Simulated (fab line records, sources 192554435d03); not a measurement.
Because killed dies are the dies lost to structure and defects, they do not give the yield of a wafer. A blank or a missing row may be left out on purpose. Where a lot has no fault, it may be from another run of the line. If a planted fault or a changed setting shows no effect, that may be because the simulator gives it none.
A single fault, viewed from 2 desks ; flow n5-finfet ; only its own numbers are on each desk; what lay behind them is given at the end

## THE DEFECT DESK
For each lot, the counts of the inspections along the route, averaged over the sampled wafers that have a number. A lot is out of limits, marked OUT, if its mean lies more than 4 standard deviations from the usual mean; the brackets give that distance.
Columns: A = raw-defect-count at N5_BEOL_M9_INSPECT_30, usual 414
lot;first seen here;A
L194;day 11 01:44;400
L193;day 11 09:32;444
L197;day 12 07:22;501
L196;day 12 10:53;397
L198;day 12 11:16;420
L202;day 13 13:02;945 (+5.9) OUT
L204;day 14 02:59;949 (+5.9) OUT
L207;day 14 15:39;429
L208;day 14 15:43;450
L210;day 15 12:10;406
Finding of this desk: L202, L204 out of limits; the first was L202 at day 13 13:02, on raw-defect-count at N5_BEOL_M9_INSPECT_30. Within limits: L194, L193, L197, L196, L198, L207, L208, L210.

## THE TOOL OWNER'S DESK: rie-diel-02
The tool's own readings at N5_BEOL_M9_STRIP_19 (strips in O2): means of the sampled wafers that have a number, for each lot that ran on this tool. A lot is out of limits, marked OUT, if its mean lies more than 4 standard deviations from the usual mean; the brackets give that distance.
Columns: A = drypump-motor-current-A at N5_BEOL_M9_STRIP_19, usual 5.8 A; B = oes-product-au at N5_BEOL_M9_STRIP_19, usual 0.80 a.u.; C = rf-vpp-V at N5_BEOL_M9_STRIP_19, usual 3.6 V; D = showerhead-plenum-p-Torr at N5_BEOL_M9_STRIP_19, usual 2.11 Torr; E = throttle-valve-pct at N5_BEOL_M9_STRIP_19, usual 16.68 %
lot;first seen here;A;B;C;D;E
L194;day 11 01:16;6.2;0.84;3.0;2.16;16.56
L197;day 12 06:50;5.1;0.82;3.4;2.09;16.66
L202;day 13 05:54;5.7;0.79;3.5;2.12;16.63
L204;day 14 01:21;5.2;0.79;3.3;2.13;16.75
This desk found nothing out of limits on any of the 4 lots.

## ALL TOGETHER
The defect desk could have raised an alarm at day 13 13:02, on L202, L204.
The tool owner's desk saw nothing out of limits.
The tool owner's desk has L202, L204 on record, within its limits.
N5_BEOL_M9_STRIP_19 was run on rie-diel-02 by each of the lots named.

## WHAT WAS PUT IN BY THE SIMULATOR
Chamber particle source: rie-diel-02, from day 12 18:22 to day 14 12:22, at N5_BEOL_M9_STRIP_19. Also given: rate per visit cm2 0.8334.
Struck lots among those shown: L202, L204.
Hours from the fault's start to each desk's first reading out of limits: the defect desk, 19.
